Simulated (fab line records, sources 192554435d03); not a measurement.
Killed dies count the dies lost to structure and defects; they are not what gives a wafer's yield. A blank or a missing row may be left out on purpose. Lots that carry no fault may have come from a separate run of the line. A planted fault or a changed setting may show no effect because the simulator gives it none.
Chamber matching || flow n5-finfet || N5_BEOL_M10_ETCH_65 on rie-diel-03 has 4 sister chambers
The step etches SiARC in CF4, target depth 39 nm, time 65 s. 16 wafers are shown with their chamber, then 8 later ones without.

## WAFERS PAIRED WITH THEIR CHAMBERS
{"wafer": "L080.1", "chamber": 2, "drypump-motor-current-A (A)": 4.7, "showerhead-plenum-p-Torr (Torr)": 2.10, "throttle-valve-pct (%)": 15.19}
{"wafer": "L080.2", "chamber": 3, "drypump-motor-current-A (A)": 6.4, "showerhead-plenum-p-Torr (Torr)": 2.05, "throttle-valve-pct (%)": 15.88}
{"wafer": "L080.5", "chamber": 0, "drypump-motor-current-A (A)": 5.2, "showerhead-plenum-p-Torr (Torr)": 2.29, "throttle-valve-pct (%)": 15.37}
{"wafer": "L082.1", "chamber": 0, "drypump-motor-current-A (A)": 5.2, "showerhead-plenum-p-Torr (Torr)": 2.28, "throttle-valve-pct (%)": 15.42}
{"wafer": "L082.4", "chamber": 2, "drypump-motor-current-A (A)": 4.7, "showerhead-plenum-p-Torr (Torr)": 2.09, "throttle-valve-pct (%)": 15.20}
{"wafer": "L082.5", "chamber": 2, "drypump-motor-current-A (A)": 4.7, "showerhead-plenum-p-Torr (Torr)": 2.09, "throttle-valve-pct (%)": 15.21}
{"wafer": "L085.1", "chamber": 3, "drypump-motor-current-A (A)": 6.4, "showerhead-plenum-p-Torr (Torr)": 2.05, "throttle-valve-pct (%)": 15.91}
{"wafer": "L085.3", "chamber": 1, "drypump-motor-current-A (A)": 5.4, "showerhead-plenum-p-Torr (Torr)": 2.08, "throttle-valve-pct (%)": 15.18}
{"wafer": "L085.5", "chamber": 1, "drypump-motor-current-A (A)": 5.4, "showerhead-plenum-p-Torr (Torr)": 2.08, "throttle-valve-pct (%)": 15.17}
{"wafer": "L086.1", "chamber": 3, "drypump-motor-current-A (A)": 6.5, "showerhead-plenum-p-Torr (Torr)": 2.05, "throttle-valve-pct (%)": 15.91}
{"wafer": "L086.2", "chamber": 1, "drypump-motor-current-A (A)": 5.4, "showerhead-plenum-p-Torr (Torr)": 2.08, "throttle-valve-pct (%)": 15.18}
{"wafer": "L086.6", "chamber": 1, "drypump-motor-current-A (A)": 5.4, "showerhead-plenum-p-Torr (Torr)": 2.08, "throttle-valve-pct (%)": 15.17}
{"wafer": "L088.1", "chamber": 2, "drypump-motor-current-A (A)": 4.7, "showerhead-plenum-p-Torr (Torr)": 2.09, "throttle-valve-pct (%)": 15.25}
{"wafer": "L088.2", "chamber": 3, "drypump-motor-current-A (A)": 6.4, "showerhead-plenum-p-Torr (Torr)": 2.05, "throttle-valve-pct (%)": 15.94}
{"wafer": "L088.5", "chamber": 2, "drypump-motor-current-A (A)": 4.7, "showerhead-plenum-p-Torr (Torr)": 2.09, "throttle-valve-pct (%)": 15.26}
{"wafer": "L091.2", "chamber": 2, "drypump-motor-current-A (A)": 4.7, "showerhead-plenum-p-Torr (Torr)": 2.09, "throttle-valve-pct (%)": 15.27}

SIGNATURES (averages over the wafers above)
{"reading": "drypump-motor-current-A", "chamber 0": 5.200, "chamber 1": 5.400, "chamber 2": 4.700, "chamber 3": 6.425, "scatter within a chamber": 0.025}
{"reading": "showerhead-plenum-p-Torr", "chamber 0": 2.2850, "chamber 1": 2.0800, "chamber 2": 2.0917, "chamber 3": 2.0500, "scatter within a chamber": 0.00333}
{"reading": "throttle-valve-pct", "chamber 0": 15.3950, "chamber 1": 15.1750, "chamber 2": 15.2300, "chamber 3": 15.9100, "scatter within a chamber": 0.0273}
Rule: for each reading, subtract the chamber's mean from the wafer's reading, divide by that reading's scatter and square the result; add these up over the readings and take the root, which gives the wafer's distance from the chamber. If the next closest chamber is less than 2 further off than the closest, the wafer can't be placed; otherwise it belongs to the closest. The scatter: the root of (the sum of the squares of (reading less its chamber's mean) over the shown wafers, divided by (wafers less chambers)).

## WAFERS WITH NO CHAMBER GIVEN
{"wafer": "L091.3", "drypump-motor-current-A (A)": 5.2, "showerhead-plenum-p-Torr (Torr)": 2.28, "throttle-valve-pct (%)": 15.46}
{"wafer": "L091.5", "drypump-motor-current-A (A)": 4.7, "showerhead-plenum-p-Torr (Torr)": 2.09, "throttle-valve-pct (%)": 15.27}
{"wafer": "L095.1", "drypump-motor-current-A (A)": 4.7, "showerhead-plenum-p-Torr (Torr)": 2.08, "throttle-valve-pct (%)": 15.27}
{"wafer": "L095.5", "drypump-motor-current-A (A)": 4.7, "showerhead-plenum-p-Torr (Torr)": 2.08, "throttle-valve-pct (%)": 15.26}
{"wafer": "L095.6", "drypump-motor-current-A (A)": 6.5, "showerhead-plenum-p-Torr (Torr)": 2.04, "throttle-valve-pct (%)": 15.94}
{"wafer": "L097.3", "drypump-motor-current-A (A)": 6.4, "showerhead-plenum-p-Torr (Torr)": 2.04, "throttle-valve-pct (%)": 15.97}
{"wafer": "L097.4", "drypump-motor-current-A (A)": 5.4, "showerhead-plenum-p-Torr (Torr)": 2.07, "throttle-valve-pct (%)": 15.24}
{"wafer": "L097.6", "drypump-motor-current-A (A)": 6.5, "showerhead-plenum-p-Torr (Torr)": 2.04, "throttle-valve-pct (%)": 15.95}

## WHICH CHAMBER EACH ONE RAN IN
{"wafer": "L091.3", "from the rows above": 0, "in truth": 0}
{"wafer": "L091.5", "from the rows above": 2, "in truth": 2}
{"wafer": "L095.1", "from the rows above": 2, "in truth": 2}
{"wafer": "L095.5", "from the rows above": 2, "in truth": 2}
{"wafer": "L095.6", "from the rows above": 3, "in truth": 3}
{"wafer": "L097.3", "from the rows above": 3, "in truth": 3}
{"wafer": "L097.4", "from the rows above": 1, "in truth": 1}
{"wafer": "L097.6", "from the rows above": 3, "in truth": 3}
8 of 8 placed correctly. From these rows, 0 cannot be placed. Number placed wrongly: 0.
